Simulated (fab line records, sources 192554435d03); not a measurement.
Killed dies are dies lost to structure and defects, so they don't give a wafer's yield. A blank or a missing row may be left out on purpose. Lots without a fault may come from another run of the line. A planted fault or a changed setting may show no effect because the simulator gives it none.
A struck lot beside a sound one | flow n5_finfet | 16 steps out of a route of 1938
Sound: wafers L804.1, L804.2, L804.3. Struck: wafer L795.1. (L795.4 of the same lot was not struck and is left out.) The cause comes at the end.
At each step with rows: each side's tool, then ch and its chambers, then its first start. Under that, the readings that differ: sound wafers | struck wafers | difference of the means | sigmas: that difference in standard deviations of wafers without a fault.
alike: readings whose means differ by less than 2 such deviations, and words and numbers that are the same on both sides. not compared: withheld readings, readings that some wafer has no value for, bounds like >300 that may hide the same value, and numbers for which the record gives no deviation and whose values overlap.
The two part at a step that has a row with sigmas, a row that says differs or no value, or rows on one side only. Numbers that don't overlap but have no deviation are shown without sigmas and don't part them. A reading that every wafer of one side lacks parts them only if that side has two wafers or more.

N5_GATE_CUT_INSPECT_15: inspects for defects (brightfield).
  sound on defect_inspect-01, day 9 06:13; struck on defect_inspect-01, day 7 02:40
  alike: raw_defect_count
N5_GATE_CUT_DESCUM_18: chemistry O2, time 7 s.
  sound on rie_diel-04 ch 0,1,2, day 9 06:14; struck on rie_diel-05 ch 2, day 7 02:43
  reading                        | sound                | struck | difference | sigmas
  chamber_pressure_mTorr (mTorr) | 19.979 19.972 19.987 | 20.026 | +0.047     | +3
  alike: drypump_motor_current_A, oes_product_au, rf_vpp_V, showerhead_plenum_p_Torr, throttle_valve_pct
  not compared: rf_hours_counter_h
then, 5 steps without rows for these wafers: N5_GATE_CUT_ETCH_28 (etches underlayer in N2/H2, target depth 13 nm, time 10.4 s); N5_GATE_CUT_ETCH_36 (etches SiARC in CF4, target depth 13 nm, time 21.7 s); N5_GATE_CUT_ETCH_37 (etches SOC in N2/H2, target depth 60 nm, overetch 12 nm, time 90 s); N5_GATE_CUT_STRIP_38 (strips in N2/H2); N5_GATE_CUT_STRIP_39 (strips in N2/H2).
N5_GATE_CUT_HM_OPEN_40: chemistry C4F6/O2, target SiO2, target depth 139 nm, time 85.1 s.
  sound on rie_diel-04 ch 0,1,2, day 9 06:25; struck on rie_diel-05 ch 2, day 7 02:52
  reading      | sound       | struck | difference | sigmas
  rf_vpp_V (V) | 662 678 672 | 651    | -20        | -2
  alike: chamber_pressure_mTorr, drypump_motor_current_A, etch_rf_on_time_s, mfc_ar_sccm, oes_ar_750_au, oes_o_777_au, oes_product_au, showerhead_plenum_p_Torr, throttle_valve_pct
  not compared: rf_hours_counter_h
N5_GATE_CUT_STRIP_41: strips in CF4.
  sound on rie_diel-04 ch 0,1,2, day 9 06:28; struck on rie_diel-05 ch 2, day 7 02:56
  reading      | sound             | struck | difference | sigmas
  rf_vpp_V (V) | 270.7 271.7 267.4 | 273.9  | +4.0       | +3
  alike: chamber_pressure_mTorr, drypump_motor_current_A, oes_product_au, showerhead_plenum_p_Torr, throttle_valve_pct
  not compared: rf_hours_counter_h
then, 1 step without rows for these wafers: N5_GATE_CUT_STRIP_42 (strips in O2).
N5_GATE_CUT_ETCH_19: etches SiNx in CH3F/O2, target depth 53.7 nm, time 76.7 s.
  sound on rie_diel-04 ch 0,1,2, day 9 06:32; struck on rie_diel-05 ch 2, day 7 02:59
  reading               | sound          | struck | difference | sigmas
  etch_rf_on_time_s (s) | 76.5 77.3 76.3 | 78.9   | +2.2       | +2
  rf_vpp_V (V)          | 295 303 301    | 291    | -9         | -2
  alike: chamber_pressure_mTorr, drypump_motor_current_A, mfc_ar_sccm, oes_ar_750_au, oes_o_777_au, oes_product_au, showerhead_plenum_p_Torr, throttle_valve_pct
  not compared: rf_hours_counter_h
then, 1 step without rows for these wafers: N5_GATE_CUT_CUT_ETCH_53 (etches W in SF6/Cl2, target depth 79.2 nm).
N5_GATE_CUT_CUT_ETCH_54: etches TiN in Cl2/BCl3, target depth 96.7 nm.
  sound on rie_metal-01 ch 0,1, day 9 06:42; struck on rie_metal-02 ch 0, day 7 03:10
  reading                        | sound                | struck | difference | sigmas
  chamber_pressure_mTorr (mTorr) | 10.010 10.005 10.005 | 9.985  | -0.022     | -3
  etch_rf_on_time_s (s)          | 36.9 38.2 37.0       | 23.0   | -14.4      | -19
  oes_product_au (a.u.)          | 0.53 0.69 0.53       | 0.81   | +0.23      | +4
  alike: drypump_motor_current_A, mfc_ar_sccm, oes_ar_750_au, throttle_valve_pct
  not compared: rf_hours_counter_h
N5_GATE_CUT_CUT_ETCH_55: etches HfO2 in BCl3, target depth 3.2 nm.
  sound on rie_metal-01 ch 0,1, day 9 06:46; struck on rie_metal-02 ch 0, day 7 03:14
  alike: chamber_pressure_mTorr, drypump_motor_current_A, oes_product_au, throttle_valve_pct
  not compared: rf_hours_counter_h
-- the record jumps here: 3 days lie between the struck wafers' starts before and after (it left off in module GATE_CUT and takes up again in module BEOL_M4, whose first step shown is number 1111 of the route) --
N5_BEOL_M4_RC_MEAS_101:
  sound on prober-01 ch 0, day 12 03:27; struck on prober-01 ch 0, day 10 07:11
  reading       | sound          | struck | difference | sigmas
  ION_N (uA/um) | 665 667 675    | 691    | +22        | +2
  SS_P (mV/dec) | 71.9 72.8 73.7 | 74.3   | +1.5       | +2
  alike: DIBL_N, DIBL_P, IOFF_N, IOFF_P, ION_P, SS_N, VT_N, VT_P
-- the record jumps here: 4 days lie between the struck wafers' starts before and after (it left off in module BEOL_M4 and takes up again in module PASSIVATION, whose first step shown is number 1936 of the route) --
N5_PASSIVATION_PROBE_49:
  sound on prober-02, day 16 09:47; struck on prober-02, day 14 14:40
  alike: defect_limited_yield, killed_at_M0_to_M3, killed_at_M4_up, killed_at_contacts, killed_at_front_end, killed_at_other, killed_dies, killed_open, killed_short, sort_bin_5_function, sort_bin_6_memory, sort_n_pass, sort_yield_pct

WHERE THEY PART
First at N5_GATE_CUT_DESCUM_18; last, within this record, at N5_BEOL_M4_RC_MEAS_101. Later steps at which nothing parts them and some readings are alike: N5_PASSIVATION_PROBE_49.

WHY: what the simulator had put in
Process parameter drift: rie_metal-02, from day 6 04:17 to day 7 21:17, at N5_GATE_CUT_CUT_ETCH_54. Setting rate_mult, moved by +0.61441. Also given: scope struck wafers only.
